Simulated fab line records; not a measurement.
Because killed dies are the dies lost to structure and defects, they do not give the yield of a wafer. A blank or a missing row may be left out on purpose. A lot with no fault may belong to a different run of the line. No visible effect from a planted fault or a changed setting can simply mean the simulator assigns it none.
Matching of chambers / flow n5_finfet / N5_BEOL_M4_DESCUM_33 on rie_diel-05: 4 sister chambers
The step chemistry O2, time 7 s. 8 wafers are shown with their chamber, then 7 later ones without.

== WAFERS WITH THEIR CHAMBER ==
wafer=L078.1; chamber=0; showerhead_plenum_p_Torr (Torr)=2.08; drypump_motor_current_A (A)=5.4
wafer=L078.6; chamber=3; showerhead_plenum_p_Torr (Torr)=2.22; drypump_motor_current_A (A)=4.9
wafer=L085.6; chamber=2; showerhead_plenum_p_Torr (Torr)=1.90; drypump_motor_current_A (A)=5.8
wafer=L088.1; chamber=1; showerhead_plenum_p_Torr (Torr)=2.13; drypump_motor_current_A (A)=5.5
wafer=L088.2; chamber=2; showerhead_plenum_p_Torr (Torr)=1.90; drypump_motor_current_A (A)=5.8
wafer=L088.4; chamber=0; showerhead_plenum_p_Torr (Torr)=2.08; drypump_motor_current_A (A)=5.4
wafer=L089.1; chamber=1; showerhead_plenum_p_Torr (Torr)=2.13; drypump_motor_current_A (A)=5.4
wafer=L089.5; chamber=3; showerhead_plenum_p_Torr (Torr)=2.21; drypump_motor_current_A (A)=4.9

== WAFERS WITHOUT THEIR CHAMBER ==
wafer=L089.6; showerhead_plenum_p_Torr (Torr)=1.90; drypump_motor_current_A (A)=5.8
wafer=L094.2; showerhead_plenum_p_Torr (Torr)=1.90; drypump_motor_current_A (A)=5.8
wafer=L094.3; showerhead_plenum_p_Torr (Torr)=2.13; drypump_motor_current_A (A)=5.5
wafer=L094.4; showerhead_plenum_p_Torr (Torr)=2.07; drypump_motor_current_A (A)=5.4
wafer=L095.1; showerhead_plenum_p_Torr (Torr)=1.89; drypump_motor_current_A (A)=5.8
wafer=L095.4; showerhead_plenum_p_Torr (Torr)=2.20; drypump_motor_current_A (A)=4.9
wafer=L095.5; showerhead_plenum_p_Torr (Torr)=2.20; drypump_motor_current_A (A)=4.9

== EACH ONE'S CHAMBER ==
wafer=L089.6; from the rows above=2; in truth=2
wafer=L094.2; from the rows above=2; in truth=2
wafer=L094.3; from the rows above=1; in truth=1
wafer=L094.4; from the rows above=0; in truth=0
wafer=L095.1; from the rows above=2; in truth=2
wafer=L095.4; from the rows above=3; in truth=3
wafer=L095.5; from the rows above=3; in truth=3
Correct placement for 7 of the 7. Not placeable from these rows: 0. Placed wrongly: 0.
How it was worked out, from the rows above alone: a wafer's distance from a chamber is the root of the sum, over the readings, of the square of ((its reading less the chamber's mean) divided by the reading's scatter). The wafer belongs to the nearest chamber; if the next one is less than 2 further off, it can't be placed. The mean given for a chamber averages the wafers shown for that chamber. The scatter: take each reading less its chamber's mean, square it, sum over the shown wafers, divide by the number of wafers less the number of chambers, and take the root.
